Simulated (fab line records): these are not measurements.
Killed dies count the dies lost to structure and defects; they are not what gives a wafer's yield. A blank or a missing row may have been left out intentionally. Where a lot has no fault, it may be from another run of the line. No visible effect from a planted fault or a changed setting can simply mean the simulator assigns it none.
Which tool is to blame?	flow n5_finfet	Sampling: 24 lots, 72 wafers, 6 of 1938 route steps

WHAT THE GAUGES SHOWED, per wafer
N5_MOL_CONTACT_COAG_OVL_MEAS_85. Usual: VG_OVL -0.2 nm, standard deviation 0.84.
lot	measured	on	VG_OVL (nm)	flag
L074	day 5 04:29	overlay-02	-0.7 0.5 -0.6	
L075	day 5 09:08	overlay-01	-0.5 0.2 0.1	
L076	day 5 17:00	overlay-02	0.1 -0.5 -0.6	
L077	day 5 19:18	overlay-02	-1.0 0.2 0.5	
L078	day 6 08:22	overlay-01	-0.1 0.4 0.9	
L079	day 6 13:49	overlay-01	0.3 1.3 -0.9	
L080	day 6 15:50	overlay-02	0.8 0.9 1.2	
L081	day 6 20:02	overlay-02	-0.8 0.2 -0.2	
L082	day 6 23:37	overlay-02	-0.7 -0.5 -1.1	
L083	day 7 07:38	overlay-01	0.3 -0.6 0.3	
L084	day 7 19:54	overlay-02	-1.0 0.5 -0.1	
L085	day 7 22:56	overlay-02	-0.7 -0.3 -0.3	
L086	day 8 09:19	overlay-01	-1.7 -2.1 -1.0	
L087	day 8 09:57	overlay-01	0.2 -1.7 -1.4	
L088	day 8 16:17	overlay-01	0.6 1.9 0.6	
L089	day 9 01:35	overlay-02	0.4 -0.1 0.4	
L090	day 9 02:12	overlay-02	-1.1 -1.7 -2.2	
L091	day 9 11:20	overlay-02	0.1 0.0 -1.5	
L092	day 9 13:04	overlay-02	-0.2 -0.6 -1.0	
L093	day 9 22:37	overlay-02	1.2 0.3 -0.1	
L094	day 10 00:27	overlay-01	-0.8 0.2 0.1	
L095	day 10 07:50	overlay-02	0.0 -1.1 -0.6	
L096	day 10 14:28	overlay-02	-0.7 -1.0 0.1	
L097	day 11 02:20	overlay-02	0.1 0.6 0.4	

N5_MOL_CONTACT_COAG_OVL_MEAS_41. Usual: VD_OVL 0.3 nm, standard deviation 0.67.
lot	measured	on	VD_OVL (nm)	flag
L074	day 5 05:50	overlay-01	0.4 0.9 0.7	
L075	day 5 10:46	overlay-02	1.1 0.6 0.5	
L076	day 5 18:23	overlay-01	-1.2 -0.8 -0.4	
L077	day 5 21:10	overlay-01	0.2 0.4 0.3	
L078	day 6 09:47	overlay-01	-0.1 0.1 1.6	
L079	day 6 15:04	overlay-02	-0.3 0.8 -0.1	
L080	day 6 17:08	overlay-02	1.4 0.9 0.0	
L081	day 6 21:17	overlay-01	1.5 0.0 1.7	
L082	day 7 01:41	overlay-02	-0.2 0.4 0.6	
L083	day 7 08:58	overlay-02	0.7 1.0 -0.5	
L084	day 7 21:21	overlay-01	1.5 -0.3 1.4	
L085	day 8 01:44	overlay-01	0.5 1.1 0.8	
L086	day 8 11:05	overlay-02	1.2 0.5 -0.4	
L087	day 8 11:26	overlay-02	0.1 0.5 -0.4	
L088	day 8 17:32	overlay-01	-0.9 -0.2 -0.9	
L089	day 9 03:28	overlay-01	0.5 0.9 -0.3	
L090	day 9 04:01	overlay-01	1.0 1.2 1.1	
L091	day 9 12:43	overlay-02	0.3 0.1 0.5	
L092	day 9 14:53	overlay-02	0.1 -0.1 1.3	
L093	day 9 23:54	overlay-02	0.0 -0.7 -0.5	
L094	day 10 01:43	overlay-01	0.4 1.0 0.9	
L095	day 10 10:39	overlay-02	-0.6 0.8 -0.3	
L096	day 10 15:43	overlay-01	-0.7 -0.8 -1.3	
L097	day 11 04:04	overlay-01	1.2 0.2 1.1	

N5_MOL_CONTACT_COAG_INSPECT_97: inspects for defects (darkfield). Usual: raw_defect_count at 43, with a standard deviation of 18.
lot	measured	on	raw_defect_count	flag
L074	day 5 10:50	defect_inspect-01	35 58 28	
L075	day 5 15:29	defect_inspect-01	51 17 29	
L076	day 5 23:06	defect_inspect-01	25 72 94	
L077	day 6 02:06	defect_inspect-02	64 18 39	
L078	day 6 14:55	defect_inspect-01	19 26 47	
L079	day 6 19:47	defect_inspect-01	49 47 41	
L080	day 6 22:46	defect_inspect-01	28 57 58	
L081	day 7 02:16	defect_inspect-02	40 36 44	
L082	day 7 06:34	defect_inspect-01	53 52 40	
L083	day 7 13:47	defect_inspect-01	47 33 35	
L084	day 8 02:14	defect_inspect-02	34 22 33	
L085	day 8 06:28	defect_inspect-01	25 23 41	
L086	day 8 16:20	defect_inspect-02	93 65 43	
L087	day 8 22:10	defect_inspect-02	25 44 45	
L088	day 9 01:09	defect_inspect-01	97 89 77	
L089	day 9 08:14	defect_inspect-02	28 33 47	
L090	day 9 11:16	defect_inspect-02	20 42 44	
L091	day 9 18:16	defect_inspect-01	59 32 53	
L092	day 9 21:17	defect_inspect-02	27 23 52	
L093	day 10 04:53	defect_inspect-02	27 24 36	
L094	day 10 07:55	defect_inspect-01	28 46 43	
L095	day 10 15:23	defect_inspect-01	35 48 57	
L096	day 10 20:38	defect_inspect-01	38 32 31	
L097	day 11 08:58	defect_inspect-01	56 42 32	

WHICH TOOL RAN EACH LOT (tool, then ch and the chambers of the sampled wafers, then the start)
lot	N5_MOL_CONTACT_COAG_ALD_123	N5_MOL_CONTACT_COAG_ETCH_65	N5_MOL_CONTACT_COAG_ALD_133
L074	ald_sin-01 ch 1,3, day 5 03:29	rie_diel-06 ch 1,2, day 5 06:14	ald_sin-03 ch 1,2, day 5 06:20
L075	ald_sin-02 ch 0,3, day 5 08:16	rie_diel-06 ch 1,2, day 5 10:53	ald_sin-02 ch 0,3, day 5 10:59
L076	ald_sin-03 ch 1,3, day 5 16:00	rie_diel-02 ch 1,2, day 5 18:30	ald_sin-02 ch 0,2,3, day 5 18:36
L077	ald_sin-01 ch 0,1,2, day 5 18:18	rie_diel-01 ch 0,1,2, day 5 21:18	ald_sin-02 ch 1,3, day 5 21:28
L078	ald_sin-02 ch 0,1,3, day 6 07:29	rie_diel-02 ch 1,3, day 6 09:59	ald_sin-02 ch 1,3, day 6 10:14
L079	ald_sin-03 ch 1,2, day 6 12:56	rie_diel-01 ch 0,2,3, day 6 15:11	ald_sin-03 ch 0,1,3, day 6 15:17
L080	ald_sin-01 ch 1,2, day 6 14:58	rie_diel-01 ch 0,1,3, day 6 17:16	ald_sin-03 ch 1,2,3, day 6 17:40
L081	ald_sin-02 ch 0,1,2, day 6 19:02	rie_diel-02 ch 1,2, day 6 21:25	ald_sin-01 ch 1,2, day 6 21:31
L082	ald_sin-01 ch 0,1,2, day 6 22:37	rie_diel-06 ch 0,2,3, day 7 01:48	ald_sin-03 ch 1,3, day 7 01:54
L083	ald_sin-03 ch 1,2, day 7 06:38	rie_diel-02 ch 0,1,3, day 7 09:05	ald_sin-03 ch 0,2, day 7 09:17
L084	ald_sin-01 ch 0,1,3, day 7 19:01	rie_diel-01 ch 1,2, day 7 21:28	ald_sin-03 ch 0,1,2, day 7 21:42
L085	ald_sin-03 ch 0,2,3, day 7 21:56	rie_diel-01 ch 0,1,2, day 8 01:52	ald_sin-03 ch 0,1, day 8 01:58
L086	ald_sin-03 ch 1,2, day 8 08:20	rie_diel-01 ch 0,3, day 8 11:13	ald_sin-01 ch 0,2, day 8 11:48
L087	ald_sin-01 ch 0,1,2, day 8 08:57	rie_diel-06 ch 0,3, day 8 11:34	ald_sin-01 ch 0,2, day 8 11:57
L088	ald_sin-01 ch 0,1,2, day 8 15:25	rie_diel-02 ch 0,2,3, day 8 17:40	ald_sin-02 ch 0,1,3, day 8 17:46
L089	ald_sin-01 ch 0,1,2, day 9 00:43	rie_diel-02 ch 0,1, day 9 03:36	ald_sin-01 ch 1,2,3, day 9 03:42
L090	ald_sin-01 ch 0,1,2, day 9 01:11	rie_diel-01 ch 0,2,3, day 9 04:07	ald_sin-01 ch 1,3, day 9 04:13
L091	ald_sin-03 ch 0,1,2, day 9 10:28	rie_diel-06 ch 0,2,3, day 9 12:50	ald_sin-01 ch 0,1,3, day 9 13:34
L092	ald_sin-02 ch 0,1,3, day 9 12:10	rie_diel-01 ch 0,1,3, day 9 15:00	ald_sin-01 ch 0,2,3, day 9 15:06
L093	ald_sin-01 ch 0,2,3, day 9 21:37	rie_diel-02 ch 0,1,2, day 10 00:13	ald_sin-01 ch 1,2,3, day 10 00:19
L094	ald_sin-02 ch 1,2,3, day 9 23:34	rie_diel-06 ch 0,1,3, day 10 02:00	ald_sin-01 ch 0,1,2, day 10 02:06
L095	ald_sin-02 ch 0,1,3, day 10 06:49	rie_diel-01 ch 0,1,2, day 10 10:46	ald_sin-01 ch 0,3, day 10 10:52
L096	ald_sin-03 ch 0,1,3, day 10 13:36	rie_diel-01 ch 0,1, day 10 15:51	ald_sin-01 ch 2,3, day 10 15:57
L097	ald_sin-03 ch 1,2, day 11 01:20	rie_diel-02 ch 1,2,3, day 11 04:17	ald_sin-02 ch 1,2,3, day 11 04:23
- N5_MOL_CONTACT_COAG_ALD_123: deposits SiNx, target thk 5 nm, pulse time 1 s, purge time 2 s.
- N5_MOL_CONTACT_COAG_ETCH_65: etches underlayer in N2/H2, target depth 13 nm, time 10.4 s.
- N5_MOL_CONTACT_COAG_ALD_133: deposits SiO2, target thk 5 nm, pulse time 1 s, co reactant pulse time 1 s.

WHAT THE TOOLS THEMSELVES READ (means of the sampled wafers that have a number; where no wafer has one, the mark that the record gives instead)
N5_MOL_CONTACT_COAG_ALD_123. Usual: heater_power_w 854 W, standard deviation 92; precursor_pulse_height_rel 0.998, standard deviation 0.02.
lot	tool	heater_power_w (W)	precursor_pulse_height_rel	flag
L074	ald_sin-01	892	0.986	
L075	ald_sin-02	801	1.015	
L076	ald_sin-03	781	1.008	
L077	ald_sin-01	946	0.991	
L078	ald_sin-02	778	0.993	
L079	ald_sin-03	866	0.998	
L080	ald_sin-01	980	1.006	
L081	ald_sin-02	799	0.992	
L082	ald_sin-01	956	1.024	
L083	ald_sin-03	848	1.010	
L084	ald_sin-01	861	0.996	
L085	ald_sin-03	845	1.011	
L086	ald_sin-03	838	1.014	
L087	ald_sin-01	954	0.986	
L088	ald_sin-01	948	0.992	
L089	ald_sin-01	952	0.997	
L090	ald_sin-01	948	0.999	
L091	ald_sin-03	840	1.010	
L092	ald_sin-02	791	1.016	
L093	ald_sin-01	864	0.984	
L094	ald_sin-02	802	1.016	
L095	ald_sin-02	787	0.980	
L096	ald_sin-03	801	0.990	
L097	ald_sin-03	857	1.013	

N5_MOL_CONTACT_COAG_ETCH_65. Usual: drypump_motor_current_A 5.5 A, standard deviation 0.33; etch_rf_on_time_s 10.38 s, standard deviation 0.22; oes_product_au 0.66 a.u., standard deviation 0.056; rf_vpp_V 524.1 V, standard deviation 2.2; showerhead_plenum_p_Torr 2.54 Torr, standard deviation 0.075; throttle_valve_pct 17.99 %, standard deviation 0.23.
lot	tool	drypump_motor_current_A (A)	etch_rf_on_time_s (s)	oes_product_au (a.u.)	rf_vpp_V (V)	showerhead_plenum_p_Torr (Torr)	throttle_valve_pct (%)	flag
L074	rie_diel-06	5.2	10.31	0.60	524.9	2.55	17.93	
L075	rie_diel-06	5.2	10.28	0.61	524.1	2.55	17.94	
L076	rie_diel-02	5.3	10.39	0.63	521.7	2.46	18.11	
L077	rie_diel-01	5.7	10.23	0.75	525.2	2.58	17.81	
L078	rie_diel-02	5.1	10.48	0.65	526.5	2.63	18.22	
L079	rie_diel-01	5.7	10.19	0.69	524.7	2.56	17.97	
L080	rie_diel-01	5.7	10.16	0.72	525.2	2.56	17.83	
L081	rie_diel-02	5.3	10.33	0.63	522.2	2.46	18.14	
L082	rie_diel-06	5.4	10.62	0.61	525.0	2.57	18.01	
L083	rie_diel-02	5.5	10.49	0.65	524.6	2.55	18.01	
L084	rie_diel-01	5.7	10.34	0.75	525.2	2.58	17.75	
L085	rie_diel-01	5.7	10.32	0.73	525.3	2.58	17.86	
L086	rie_diel-01	5.7	10.12	0.66	523.6	2.54	17.99	
L087	rie_diel-06	5.4	10.58	0.62	524.7	2.56	18.09	
L088	rie_diel-02	5.5	10.49	0.62	522.1	2.49	18.18	
L089	rie_diel-02	5.5	10.40	0.65	522.3	2.51	17.84	
L090	rie_diel-01	5.7	10.19	0.67	523.3	2.55	18.02	
L091	rie_diel-06	5.4	10.54	0.61	525.0	2.56	18.06	
L092	rie_diel-01	5.8	10.25	0.69	524.1	2.55	17.86	
L093	rie_diel-02	5.6	10.62	0.63	521.9	2.46	17.99	
L094	rie_diel-06	5.4	10.42	0.68	522.9	2.51	17.97	
L095	rie_diel-01	5.7	10.49	0.70	525.0	2.57	17.90	
L096	rie_diel-01	5.7	10.41	0.73	525.3	2.57	17.72	
L097	rie_diel-02	5.2	10.37	0.62	522.1	2.52	18.22	

N5_MOL_CONTACT_COAG_ALD_133. Usual: heater_power_w 79 W, standard deviation 8.8; precursor_pulse_height_rel 1.003, standard deviation 0.02.
lot	tool	heater_power_w (W)	precursor_pulse_height_rel	flag
L074	ald_sin-03	80	0.997	
L075	ald_sin-02	74	0.993	
L076	ald_sin-02	77	1.005	
L077	ald_sin-02	71	1.024	
L078	ald_sin-02	71	0.993	
L079	ald_sin-03	74	1.024	
L080	ald_sin-03	75	0.996	
L081	ald_sin-01	92	1.016	
L082	ald_sin-03	71	1.006	
L083	ald_sin-03	83	1.007	
L084	ald_sin-03	79	0.997	
L085	ald_sin-03	80	0.996	
L086	ald_sin-01	84	0.999	
L087	ald_sin-01	87	1.003	
L088	ald_sin-02	73	1.000	
L089	ald_sin-01	83	1.003	
L090	ald_sin-01	83	1.018	
L091	ald_sin-01	82	1.013	
L092	ald_sin-01	80	0.992	
L093	ald_sin-01	82	1.002	
L094	ald_sin-01	88	0.997	
L095	ald_sin-01	77	1.009	
L096	ald_sin-01	82	0.986	
L097	ald_sin-02	77	0.993	

THE ANSWER, worked out from the rows above alone
Rule: a lot is off if the mean of its wafers that have a number lies more than 3 standard deviations from the usual mean. A lot without any number at a reading at which 4 lots or more have one is off too. Where the step has rows for the other lots, those lots are counted as sound. After the gauges, taken in route order, come the tools' own readings; for these a lot's mean is taken, as printed above. At the first step where some lot is off, the reading lying furthest off is the one used; lots without a number count as furthest.
None of the lots is off at any reading shown; this tells nothing.

WHAT THE SIMULATOR HAD INSERTED
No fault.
